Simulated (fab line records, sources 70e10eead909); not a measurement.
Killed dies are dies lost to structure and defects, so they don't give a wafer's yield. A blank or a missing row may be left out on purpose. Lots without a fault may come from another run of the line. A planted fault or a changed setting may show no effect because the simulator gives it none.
fab line records | flow nand_harc | part 1 of 2: steps 1 to 22 of 29
record lots=5 wafers=15 last_day=33
route steps=1302 shown A_CHANNEL_HOLE_D1@453
lots that met no fault: from a run of the same line without faults
start_h: hours from the record's first day to the start of the lot's first wafer shown | wait_h: hours since the lot's step before | " the same as in the row above | L1.1+2: a row that stands for several wafers | - no value, or no start given | * or withheld: withheld | < > ~ a bound
route shown NAME@n: a module of which the file shows steps, and the number in the route of the first | usual: mean/standard deviation of fault-free wafers | same: alike in all rows | chamber/n: place in a boat | sites: the reading at each site | _std_site: their standard deviation | _edge_site: outer sites' mean less inner sites' | radius_mm: how far each site lies from the wafer's centre | mask NAME#n: copy n | behind: the tool/chamber that last shaped the wafer | hold: why the lot was held/for how many hours/how that ended | device: the transistor (n, p or np) that didn't switch | end of line: the same wafers' tests at the end of the route | a step without rows: its recipe alone | killed: dies lost to structure and defects at the first sort, not the wafer's yield | map: a wafer's dies, x killed, . not, _ none there
set.NAME: the setting as run; set.NAME@STEP: as run at that earlier step | model.NAME: the simulator's own value behind a step, which no gauge read
lots at some steps of the route; a table a step, a row a wafer
services: from which hour (start_h, from the record's first day; less than 0 if before it) a tool's chamber was out of use, for how many hours, and why
## steps
# step NHARC_A_CHANNEL_HOLE_D1_HMDS_03
# recipe time_s=30
# columns lot.wafer tool chamber start_h wait_h
L084.1+2+3 litho_track-04 0 - -
L092.3+4+6 litho_track-01 0 - -
L093.1+5+6 litho_track-06 0 - -
L095.3+5+6 litho_track-01 0 - -
L096.2+4+5 litho_track-06 0 - -
# step NHARC_A_CHANNEL_HOLE_D1_COAT_36
# recipe temp_c=260 time_s=75
# columns lot.wafer tool chamber start_h wait_h
L084.1+2+3 litho_track-04 0 - -
L092.3+4+6 litho_track-01 0 - -
L093.1+5+6 litho_track-06 0 - -
L095.3+5+6 litho_track-01 0 - -
L096.2+4+5 litho_track-06 0 - -
# step NHARC_A_CHANNEL_HOLE_D1_COAT_37
# recipe temp_c=225 time_s=65
# columns lot.wafer tool chamber start_h wait_h
L084.1+2+3 litho_track-04 0 - -
L092.3+4+6 litho_track-01 0 - -
L093.1+5+6 litho_track-06 0 - -
L095.3+5+6 litho_track-01 0 - -
L096.2+4+5 litho_track-06 0 - -
# step NHARC_A_CHANNEL_HOLE_D1_COAT_04
# recipe spin_rpm=1500 resist_thk_nm=90
# columns lot.wafer tool chamber start_h wait_h
L084.1+2+3 litho_track-04 0 - -
L092.3+4+6 litho_track-01 0 - -
L093.1+5+6 litho_track-06 0 - -
L095.3+5+6 litho_track-01 0 - -
L096.2+4+5 litho_track-06 0 - -
# step NHARC_A_CHANNEL_HOLE_D1_SOFTBAKE_05
# recipe temp_c=105 time_s=55
# columns lot.wafer tool chamber start_h wait_h
L084.1+2+3 litho_track-04 0 - -
L092.3+4+6 litho_track-01 0 - -
L093.1+5+6 litho_track-06 0 - -
L095.3+5+6 litho_track-01 0 - -
L096.2+4+5 litho_track-06 0 - -
# step NHARC_A_CHANNEL_HOLE_D1_EBR_06
# columns lot.wafer tool chamber start_h wait_h
L084.1+2+3 litho_track-04 0 - -
L092.3+4+6 litho_track-01 0 - -
L093.1+5+6 litho_track-06 0 - -
L095.3+5+6 litho_track-01 0 - -
L096.2+4+5 litho_track-06 0 - -
# step NHARC_A_CHANNEL_HOLE_D1_EXPOSE_07
# recipe na=1.35 target_cd_nm=100 sigma_outer=0.3 dose_mj=59.65 mask_id=HOLE_D1
# columns lot.wafer tool chamber start_h wait_h mask
L084.1+2+3 arfi_scanner-02 0 285.61 - HOLE_D1#0
L092.3+4+6 arfi_scanner-01 0 358.10 - HOLE_D1#0
L093.1+5+6 arfi_scanner-01 0 368.21 - HOLE_D1#0
L095.3+5+6 arfi_scanner-02 0 389.05 - HOLE_D1#0
L096.2+4+5 arfi_scanner-01 0 398.93 - HOLE_D1#0
# step NHARC_A_CHANNEL_HOLE_D1_PEB_08
# recipe peb_temp_c=100 peb_time_s=65
# columns lot.wafer tool chamber start_h wait_h
L084.1+2+3 litho_track-06 0 285.67 0.1
L092.3+4+6 litho_track-04 0 358.16 0.0
L093.1+5+6 litho_track-01 0 368.27 0.1
L095.3+5+6 litho_track-04 0 389.10 0.0
L096.2+4+5 litho_track-04 0 398.99 0.1
# step NHARC_A_CHANNEL_HOLE_D1_DEVELOP_09
# recipe develop_time_s=35 dev_temp_c=23
# columns lot.wafer tool chamber start_h wait_h
L084.1+2+3 litho_track-06 0 - -
L092.3+4+6 litho_track-04 0 - -
L093.1+5+6 litho_track-01 0 - -
L095.3+5+6 litho_track-04 0 - -
L096.2+4+5 litho_track-04 0 - -
# step NHARC_A_CHANNEL_HOLE_D1_CD_MEAS_10
# recipe target_cd_nm=100 landing_energy_ev=500
# usual cd_nm=99.9/0.37
# same landing_energy_ev=500
# columns lot.wafer tool chamber start_h wait_h cd_nm
L084.1 cd_sem-02 0 285.75 - 100.3
L084.2 " 0 " " 100.4
L084.3 " 0 " " 100.4
L092.3 cd_sem-01 0 358.24 - 99.8
L092.4 " 0 " " 100.0
L092.6 " 0 " " 100.0
L093.1 cd_sem-02 0 368.35 - 99.1
L093.5 " 0 " " 99.9
L093.6 " 0 " " 99.9
L095.3 cd_sem-03 0 389.19 - 99.5
L095.5 " 0 " " 99.6
L095.6 " 0 " " 99.8
L096.2 cd_sem-02 0 399.08 - 99.9
L096.4 " 0 " " 100.1
L096.5 " 0 " " 99.2
# step NHARC_A_CHANNEL_HOLE_D1_OVL_MEAS_11
# usual overlay_x_nm=-0.2/0.9 overlay_y_nm=-0.1/0.73
# columns lot.wafer tool chamber start_h wait_h overlay_x_nm overlay_y_nm
L084.1 overlay-02 - 285.84 - -0.7 -0.3
L084.2 " - " " -0.4 -0.8
L084.3 " - " " -0.5 -1.2
L092.3 overlay-01 - 358.32 - -0.8 -0.2
L092.4 " - " " -0.8 -0.7
L092.6 " - " " -1.1 -0.3
L093.1 overlay-01 - 368.44 - -0.3 -0.7
L093.5 " - " " -0.3 -0.5
L093.6 " - " " -0.4 -0.5
L095.3 overlay-01 - 389.27 - 0.2 -1.0
L095.5 " - " " 0.3 -1.0
L095.6 " - " " 0.5 -1.2
L096.2 overlay-02 - 399.16 - 0.4 -0.6
L096.4 " - " " 0.8 -0.6
L096.5 " - " " 0.6 -0.5
# step NHARC_A_CHANNEL_HOLE_D1_INSPECT_12
# usual raw_defect_count=5.4/2.6
# columns lot.wafer tool chamber start_h wait_h raw_defect_count
L084.1 defect_inspect-01 - 285.88 0.0 4
L084.2 " - " " 6
L084.3 " - " " 7
L092.3 defect_inspect-02 - 358.36 0.0 7
L092.4 " - " " 4
L092.6 " - " " 7
L093.1 defect_inspect-02 - 368.48 0.0 7
L093.5 " - " " 2
L093.6 " - " " 1
L095.3 defect_inspect-02 - 389.31 0.0 5
L095.5 " - " " 8
L095.6 " - " " 4
L096.2 defect_inspect-02 - 399.20 0.0 8
L096.4 " - " " 3
L096.5 " - " " 11
# step NHARC_A_CHANNEL_HOLE_D1_DESCUM_15
# recipe time_s=3 o2_flow_sccm=200 ar_flow_sccm=0 bias_power_w=0 chemistry=O2
# usual drypump_motor_current_A=5.67/0.28 oes_product_au=1.001/0.0066 rf_vpp_V=57.8/0.95 showerhead_plenum_p_Torr=1.92/0.08 throttle_valve_pct=11.310/0.0092
# columns lot.wafer tool chamber start_h wait_h drypump_motor_current_A oes_product_au rf_hours_counter_h rf_vpp_V showerhead_plenum_p_Torr throttle_valve_pct
L084.3 rie_diel-09 1 285.95 0.1 6.20 1.006 50 56.8 1.84 11.311
L084.2 " 2 " " 5.83 1.004 46 57.5 1.93 11.309
L084.1 " 3 " " 5.83 0.997 42 58.3 1.97 11.315
L092.4 rie_diel-03 0 358.42 0.1 5.66 0.992 6 56.3 2.03 11.322
L092.3 " 2 " " 5.98 1.008 6 57.9 2.00 11.305
L092.6 " 1 " " 5.48 1.006 - 57.0 1.83 11.304
L093.1 rie_diel-01 2 368.55 0.1 5.92 0.993 37 57.6 1.81 11.310
L093.5 " 2 " " 5.91 0.999 - 57.2 1.81 11.284
L093.6 " 3 " " 5.26 0.999 - 56.3 1.81 11.302
L095.3 rie_diel-09 0 389.40 0.1 5.67 1.005 18 57.0 1.82 11.311
L095.6 " 0 " " 5.65 1.005 - 57.0 1.82 11.316
L095.5 " 1 " " 6.21 0.988 - 56.2 1.83 11.307
L096.4 rie_diel-03 1 399.26 0.1 5.49 1.001 9 56.3 1.83 11.298
L096.2 " 0 " " 5.64 0.994 8 58.5 2.03 11.308
L096.5 " 1 " " 5.51 0.998 - 58.4 1.83 11.312
# step NHARC_A_CHANNEL_HOLE_D1_ETCH_38
# recipe target_depth_a=390 over_etch_frac=0.3 time_s=65 ion_energy_ev=80 cf4_flow_sccm=150 ar_flow_sccm=0 rf_w=300 bias_w=100 chemistry=CF4
# usual drypump_motor_current_A=5.66/0.27 oes_product_au=1.003/0.0074 rf_vpp_V=151.4/1.2 showerhead_plenum_p_Torr=1.77/0.07 throttle_valve_pct=13.285/0.0097
# columns lot.wafer tool chamber start_h wait_h drypump_motor_current_A oes_product_au rf_hours_counter_h rf_vpp_V showerhead_plenum_p_Torr throttle_valve_pct
L084.3 rie_diel-09 2 286.06 0.1 5.84 0.985 46 150.0 1.78 13.284
L084.1 " 0 " " 5.66 0.997 46 150.4 1.70 13.297
L084.2 " 1 " " 6.22 0.997 50 151.3 1.70 13.294
L092.3 rie_diel-03 3 358.51 0.1 5.63 1.001 6 150.9 1.74 13.284
L092.4 " 0 " " 5.65 0.991 6 153.3 1.87 13.286
L092.6 " 2 " " 5.94 1.000 - 154.0 1.84 13.273
L093.1 rie_diel-01 0 368.65 0.1 5.64 1.005 39 150.6 1.74 13.267
L093.5 " 3 " " 5.24 0.993 - 150.9 1.68 13.294
L093.6 " 2 " " 5.94 1.001 - 149.1 1.68 13.271
L095.3 rie_diel-09 1 389.65 0.2 6.22 0.990 21 150.4 1.70 13.269
L095.6 " 0 " " 5.66 1.004 - 149.7 1.69 13.290
L095.5 " 1 " " 6.21 0.995 - 152.4 1.70 13.296
L096.2 rie_diel-03 1 399.35 0.1 5.51 1.006 9 150.2 1.70 13.294
L096.4 " 2 " " 6.01 1.007 9 152.4 1.84 13.288
L096.5 " 0 " " 5.65 1.000 - 152.1 1.87 13.284
# step NHARC_A_CHANNEL_HOLE_D1_ETCH_39
# recipe target_depth_a=2600 over_etch_frac=0.3 time_s=325 ion_energy_ev=200 n2_flow_sccm=150 h2_flow_sccm=150 ar_flow_sccm=0 rf_w=400 bias_w=150 chemistry=N2/H2
# usual drypump_motor_current_A=5.69/0.24 oes_product_au=1.002/0.0075 rf_vpp_V=430.9/2.6 showerhead_plenum_p_Torr=2.05/0.088 throttle_valve_pct=14.171/0.0099
# columns lot.wafer tool chamber start_h wait_h drypump_motor_current_A oes_product_au rf_hours_counter_h rf_vpp_V showerhead_plenum_p_Torr throttle_valve_pct
L084.2 rie_diel-09 1 - - 6.23 1.006 50 427.5 1.96 14.182
L084.1 " 3 " " 5.79 1.001 42 430.8 2.10 14.182
L084.3 " 0 " " 5.67 1.006 46 428.9 1.95 14.163
L092.4 rie_diel-03 3 - - 5.61 0.998 6 431.2 2.00 14.190
L092.3 " 0 " " 5.63 1.005 6 433.5 2.17 14.167
L092.6 " 3 " " 5.58 1.004 - 429.9 2.00 14.183
L093.1 rie_diel-01 3 - - 5.29 0.985 41 426.7 1.93 14.178
L093.6 " 3 " " 5.25 0.998 - 427.3 1.93 14.184
L093.5 " 0 " " 5.67 0.984 - 428.6 2.00 14.171
L095.3 rie_diel-09 1 - - 6.20 0.993 21 428.3 1.95 14.165
L095.5 " 2 " " 5.83 0.997 - 430.3 2.05 14.166
L095.6 " 3 " " 5.79 0.980 - 431.7 2.09 14.178
L096.4 rie_diel-03 2 - - 6.00 0.999 9 432.8 2.13 14.163
L096.2 " 0 " " 5.67 0.999 9 434.6 2.17 14.158
L096.5 " 1 " " 5.49 0.994 - 428.6 1.95 14.160
# step NHARC_A_CHANNEL_HOLE_D1_ETCH_34
# recipe target_depth_a=1540 time_s=77 cf4_flow_sccm=100 chf3_flow_sccm=30 ar_flow_sccm=0 rf_w=500 bias_w=200 chemistry=CF4/CHF3
# usual drypump_motor_current_A=5.69/0.27 oes_product_au=0.950/0.024 rf_vpp_V=370.7/2.2 showerhead_plenum_p_Torr=1.58/0.063 throttle_valve_pct=16.802/0.0078
# columns lot.wafer tool chamber start_h wait_h drypump_motor_current_A oes_product_au rf_hours_counter_h rf_vpp_V showerhead_plenum_p_Torr throttle_valve_pct
L084.1 rie_diel-09 0 - - 5.64 0.935 46 367.5 1.51 16.800
L084.3 " 2 " " 5.81 0.923 46 371.4 1.59 16.795
L084.2 " 3 " " 5.81 0.918 42 371.6 1.62 16.803
L092.3 rie_diel-03 2 - - 6.01 0.924 6 372.9 1.64 16.789
L092.4 " 0 " " 5.65 0.915 6 373.0 1.66 16.816
L092.6 " 2 " " 5.99 0.921 - 372.7 1.64 16.799
L093.1 rie_diel-01 1 - - 4.80 0.932 37 371.3 1.61 16.794
L093.5 " 3 " " 5.22 0.931 - 367.8 1.49 16.810
L093.6 " 0 " " 5.67 0.909 - 368.2 1.55 16.792
L095.3 rie_diel-09 0 - - 5.67 0.931 19 367.1 1.50 16.796
L095.5 " 0 " " 5.66 0.937 - 368.2 1.50 16.805
L095.6 " 1 " " 6.22 0.929 - 367.4 1.51 16.807
L096.2 rie_diel-03 2 - - 5.99 0.969 9 374.6 1.64 16.799
L096.4 " 3 " " 5.65 0.984 9 369.5 1.55 16.803
L096.5 " 2 " " 6.00 0.972 - 373.1 1.64 16.784
# step NHARC_A_CHANNEL_HOLE_D1_ETCH_16
# recipe target_depth_a=31000 over_etch_frac=0.3 time_s=806 ion_energy_ev=150 o2_flow_sccm=400 cos_flow_sccm=20 ar_flow_sccm=0 rf_w=500 bias_w=300 chemistry=O2/COS
# usual cos_flow_sccm=20.00/0.058 drypump_motor_current_A=5.69/0.25 oes_product_au=1.002/0.0081 rf_vpp_V=314.3/1.9 showerhead_plenum_p_Torr=3.13/0.13 throttle_valve_pct=28.331/0.0091
# columns lot.wafer tool chamber start_h wait_h cos_flow_sccm drypump_motor_current_A oes_product_au rf_hours_counter_h rf_vpp_V showerhead_plenum_p_Torr throttle_valve_pct
L084.3 rie_diel-09 1 - - 20.03 6.23 1.011 51 313.4 3.01 28.331
L084.1 " 2 " " 20.01 5.83 0.986 46 314.2 3.15 28.339
L084.2 " 0 " " 20.01 5.67 1.013 47 312.7 2.99 28.349
L092.3 rie_diel-03 0 - - 20.10 5.67 1.003 6 315.4 3.30 28.334
L092.4 " 1 " " 20.07 5.48 1.003 6 312.1 3.00 28.321
L092.6 " 1 " " 20.06 5.50 1.011 - 313.5 3.00 28.332
L093.1 rie_diel-01 2 - - 19.97 5.92 1.003 37 312.0 2.96 28.339
L093.6 " 3 " " 20.03 5.24 0.998 - 311.7 2.96 28.334
L093.5 " 0 " " 20.06 5.65 0.988 - 312.1 3.07 28.336
L095.3 rie_diel-09 1 - - 19.87 6.21 0.996 22 314.2 2.99 28.352
L095.6 " 2 " " 20.03 5.85 0.994 - 312.7 3.13 28.326
L095.5 " 3 " " 20.09 5.81 0.994 - 315.5 3.19 28.352
L096.4 rie_diel-03 3 - - 20.12 5.59 1.000 9 314.6 3.07 28.334
L096.2 " 1 " " 20.04 5.49 1.002 9 312.7 3.00 28.335
L096.5 " 2 " " 20.01 6.01 1.006 - 317.2 3.25 28.330
# step NHARC_A_CHANNEL_HOLE_D1_CD_MEAS_18
# usual cd_nm=99.6/1.5
# columns lot.wafer tool chamber start_h wait_h cd_nm
L084.1 cd_sem-03 - 287.17 - 100.9
L084.2 " - " " 101.4
L084.3 " - " " 99.9
L092.3 cd_sem-01 - 359.53 - 98.1
L092.4 " - " " 101.2
L092.6 " - " " 102.1
L093.1 cd_sem-01 - 369.72 - 99.0
L093.5 " - " " 100.4
L093.6 " - " " 100.5
L095.3 cd_sem-01 - 390.77 - 96.9
L095.5 " - " " 99.4
L095.6 " - " " 96.9
L096.2 cd_sem-03 - 400.37 - 97.8
L096.4 " - " " 99.1
L096.5 " - " " 97.1
# step NHARC_A_CHANNEL_HOLE_D1_ETCH_19
# recipe bias_v=1200 source_w=2500 pressure_mtorr=15 time_s=34.5 ar_flow_sccm=375 c4f8_flow_sccm=28.8 o2_flow_sccm=96.2 temp_c=-20 target_depth_a=* chemistry=C4F8/O2/Ar
# usual drypump_motor_current_A=5.96/0.25 showerhead_plenum_p_Torr=3.64/0.13 throttle_valve_pct=37.038/0.0098
# columns lot.wafer tool chamber start_h wait_h drypump_motor_current_A rf_hours_counter_h showerhead_plenum_p_Torr throttle_valve_pct
L084.1 har_etch-01 0 289.76 2.6 5.83 153 3.75 37.042
L084.2 " 1 " " 5.85 153 3.57 37.026
L084.3 " 1 " " 5.85 - 3.57 37.029
L092.3 har_etch-02 1 359.63 0.1 6.50 - 3.42 37.029
L092.4 " 0 " " 5.80 - 3.75 37.029
L092.6 " 0 " " 5.86 - 3.75 37.042
L093.1 har_etch-01 0 369.81 0.1 5.81 202 3.72 37.025
L093.5 " 1 " " 5.87 - 3.54 37.032
L093.6 " 0 " " 5.83 - 3.72 37.040
L095.3 har_etch-01 1 397.29 6.5 5.85 - 3.53 37.043
L095.5 " 1 " " 5.86 - 3.53 37.037
L095.6 " 0 " " 5.83 - 3.71 37.039
L096.2 har_etch-01 1 405.58 5.2 5.86 226 3.53 37.054
L096.4 " 1 " " 5.87 - 3.53 37.031
L096.5 " 1 " " 5.87 - 3.53 37.033
# step NHARC_A_CHANNEL_HOLE_D1_ETCH_20
# recipe bias_v=3000 source_w=withheld pressure_mtorr=20 time_s=361.9 ar_flow_sccm=375 c4f8_flow_sccm=89.3 o2_flow_sccm=35.7 temp_c=-20 target_depth_a=16000 chemistry=C4F8/O2/Ar
# usual drypump_motor_current_A=5.96/0.24 showerhead_plenum_p_Torr=3.60/0.12 throttle_valve_pct=32.155/0.0089
# columns lot.wafer tool chamber start_h wait_h drypump_motor_current_A rf_hours_counter_h showerhead_plenum_p_Torr throttle_valve_pct
L084.1 har_etch-01 0 289.87 0.1 5.84 153 3.71 32.148
L084.2 " 1 " " 5.85 153 3.53 32.163
L084.3 " 1 " " 5.87 - 3.53 32.138
L092.3 har_etch-02 1 359.81 0.2 6.52 - 3.39 32.149
L092.4 " 0 " " 5.88 - 3.71 32.170
L092.6 " 0 " " 5.87 - 3.70 32.153
L093.1 har_etch-01 0 369.96 0.1 5.81 202 3.68 32.156
L093.5 " 1 " " 5.86 - 3.51 32.145
L093.6 " 0 " " 5.84 - 3.68 32.141
L095.3 har_etch-01 1 397.47 0.2 5.86 - 3.50 32.144
L095.5 " 1 " " 5.88 - 3.50 32.165
L095.6 " 0 " " 5.84 - 3.67 32.164
L096.2 har_etch-01 1 405.73 0.1 5.86 226 3.50 32.154
L096.4 " 1 " " 5.87 - 3.50 32.146
L096.5 " 1 " " 5.88 - 3.50 32.152
# step NHARC_A_CHANNEL_HOLE_D1_ETCH_21
# recipe bias_v=3000 source_w=withheld pressure_mtorr=20 time_s=514.3 ar_flow_sccm=375 c4f8_flow_sccm=89.3 o2_flow_sccm=35.7 temp_c=-20 target_depth_a=16000 chemistry=C4F8/O2/Ar
# usual drypump_motor_current_A=5.96/0.24 showerhead_plenum_p_Torr=3.60/0.12 throttle_valve_pct=32.155/0.0088
# columns lot.wafer tool chamber start_h wait_h drypump_motor_current_A rf_hours_counter_h showerhead_plenum_p_Torr throttle_valve_pct
L084.1 har_etch-01 0 290.18 0.3 5.83 153 3.70 32.162
L084.2 " 1 " " 5.85 153 3.53 32.149
L084.3 " 1 " " 5.85 - 3.53 32.153
L092.3 har_etch-02 1 360.17 0.3 6.50 - 3.39 32.156
L092.4 " 0 " " 5.89 - 3.70 32.156
L092.6 " 0 " " 5.89 - 3.70 32.145
L093.1 har_etch-01 0 370.29 0.3 5.81 203 3.68 32.155
L093.5 " 1 " " 5.86 - 3.51 32.160
L093.6 " 0 " " 5.83 - 3.68 32.131
L095.3 har_etch-01 1 397.83 0.3 5.85 - 3.50 32.156
L095.5 " 1 " " 5.86 - 3.50 32.148
L095.6 " 0 " " 5.82 - 3.67 32.143
L096.2 har_etch-01 1 406.06 0.3 5.88 226 3.50 32.147
L096.4 " 1 " " 5.87 - 3.49 32.171
L096.5 " 1 " " 5.87 - 3.50 32.169
# step NHARC_A_CHANNEL_HOLE_D1_ETCH_22
# recipe bias_v=3000 source_w=withheld pressure_mtorr=20 time_s=666.7 ar_flow_sccm=375 c4f8_flow_sccm=89.3 o2_flow_sccm=35.7 temp_c=-20 target_depth_a=16000 chemistry=C4F8/O2/Ar
# usual drypump_motor_current_A=5.96/0.25 showerhead_plenum_p_Torr=3.60/0.12 throttle_valve_pct=32.154/0.009
# columns lot.wafer tool chamber start_h wait_h drypump_motor_current_A rf_hours_counter_h showerhead_plenum_p_Torr throttle_valve_pct
L084.1 har_etch-01 0 290.62 0.4 5.83 154 3.70 32.157
L084.2 " 1 " " 5.85 154 3.53 32.154
L084.3 " 1 " " 5.87 - 3.53 32.166
L092.3 har_etch-02 1 360.65 0.4 6.56 - 3.39 32.160
L092.4 " 0 " " 5.87 - 3.70 32.141
L092.6 " 0 " " 5.85 - 3.70 32.164
L093.1 har_etch-01 0 370.75 0.4 5.85 203 3.68 32.159
L093.5 " 1 " " 5.86 - 3.51 32.161
L093.6 " 0 " " 5.85 - 3.68 32.140
L095.3 har_etch-01 1 398.32 0.4 5.87 - 3.50 32.156
L095.5 " 1 " " 5.86 - 3.50 32.175
L095.6 " 0 " " 5.83 - 3.67 32.157
L096.2 har_etch-01 1 406.53 0.4 5.86 227 3.49 32.165
L096.4 " 1 " " 5.87 - 3.49 32.139
L096.5 " 1 " " 5.87 - 3.49 32.160
